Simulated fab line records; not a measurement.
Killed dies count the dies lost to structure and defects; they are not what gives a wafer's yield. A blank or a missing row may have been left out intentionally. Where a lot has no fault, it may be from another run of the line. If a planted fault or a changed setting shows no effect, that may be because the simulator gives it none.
Split-lot study ; flow n5-finfet ; 7 lots, 21 wafers read, on a route of 1938 steps

## SPLIT DETAILS
At N5_BEOL_M7_COAT_05 (resist thk 90 nm), the setting spin-rpm was moved away from the recipe's 1500 rpm on 10 of the 21 wafers read, by -10.8% to +7.1%. All remaining wafers had this setting at the recipe value.

The reading is taken at the split's own step.

## THE READING
CAR-ArF_of_BEOL_M7_COAT_05.thk-nm (the simulator's own value, which no gauge read), in nm, at N5_BEOL_M7_COAT_05 (resist thk 90 nm). There is no usual value for it anywhere in the file. Across the 11 wafers here that went through the recipe, the average is 89.9 nm and the standard deviation 0.16 nm.

wafer;tool, chamber at the split;spin-rpm as run, rpm;against the recipe;CAR-ArF_of_BEOL_M7_COAT_05.thk-nm, nm;against lot-mates on the recipe
L075.1;litho-track-05, 0;1553;+3.5%;88.2;-1.8
L075.4;litho-track-05, 0;1500;recipe;90;-
L075.5;litho-track-05, 0;1553;+3.5%;88.4;-1.6
L083.2;litho-track-05, 0;1500;recipe;89.8;-
L083.4;litho-track-05, 0;1500;recipe;89.6;-
L083.6;litho-track-05, 0;1378;-8.1%;93.2;+3.5
L082.1;litho-track-05, 0;1606;+7.1%;87.2;no lot-mate on the recipe
L082.4;litho-track-05, 0;1606;+7.1%;86.8;no lot-mate on the recipe
L082.5;litho-track-05, 0;1606;+7.1%;86.8;no lot-mate on the recipe
L090.1;litho-track-01, 0;1500;recipe;90;-
L090.3;litho-track-01, 0;1455;-3.0%;91.6;+1.6
L090.6;litho-track-01, 0;1455;-3.0%;91.6;+1.6
L096.2;litho-track-05, 0;1500;recipe;90;-
L096.4;litho-track-05, 0;1500;recipe;90;-
L096.6;litho-track-05, 0;1500;recipe;90;-
L092.1;litho-track-02, 0;1500;recipe;90;-
L092.2;litho-track-02, 0;1338;-10.8%;95.4;+5.4
L092.4;litho-track-02, 0;1338;-10.8%;95.2;+5.2
L094.1;litho-track-05, 0;1500;recipe;89.8;-
L094.2;litho-track-05, 0;1500;recipe;89.6;-
L094.6;litho-track-05, 0;1500;recipe;90;-

FIT RESULTS
A straight line over all 21 wafers: CAR-ArF_of_BEOL_M7_COAT_05.thk-nm changes by -0.462 nm for each +1% of spin-rpm; r = -0.99; the points scatter about the line by 0.26 nm.
The same after taking each lot's own level away (the mean of its wafers on the recipe; 18 wafers): -0.48 nm for each +1%; r = -1.00; scatter 0.15 nm.
Per that fit: largest spin-rpm move, reading shift of 5.2 nm.
Measured against the standard deviation above, the lots' own levels, which go from 89.70 to 90.00 nm, span 1.9 times it.
Consequently the slope shifts little with the lot-to-lot level, the two slopes agreeing.
Check: +5.08 nm against its lot-mates is what the line predicts for one of the wafers moved furthest among these (-10.8%) when that wafer is left out of the fit. It came out at +5.4 nm against them.

## THE OTHER SPLITS THESE WAFERS WENT THROUGH
Before the reading, these wafers also passed through other splits. Each is held against what the fit with the lots' levels taken away leaves over:
other split on the same wafers;wafers away from the commonest value;r with CAR-ArF_of_BEOL_M7_COAT_05.thk-nm (lot level and that fit taken away)
N5_BEOL_M5_EXPOSE_25 dose-mj;7;-0.24
N5_BEOL_M5_VIA_ETCH_34 bias-w;10;-0.23
N5_BEOL_M6_COAT_22 spin-rpm;5;-0.15
N5_BEOL_M6_ETCH_66 bias-w;12;+0.07

## THE FILE'S OWN FIT
CAR-ArF_of_BEOL_M7_COAT_05.thk-nm changes by -0.472 nm for each +1% of spin-rpm, r = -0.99.
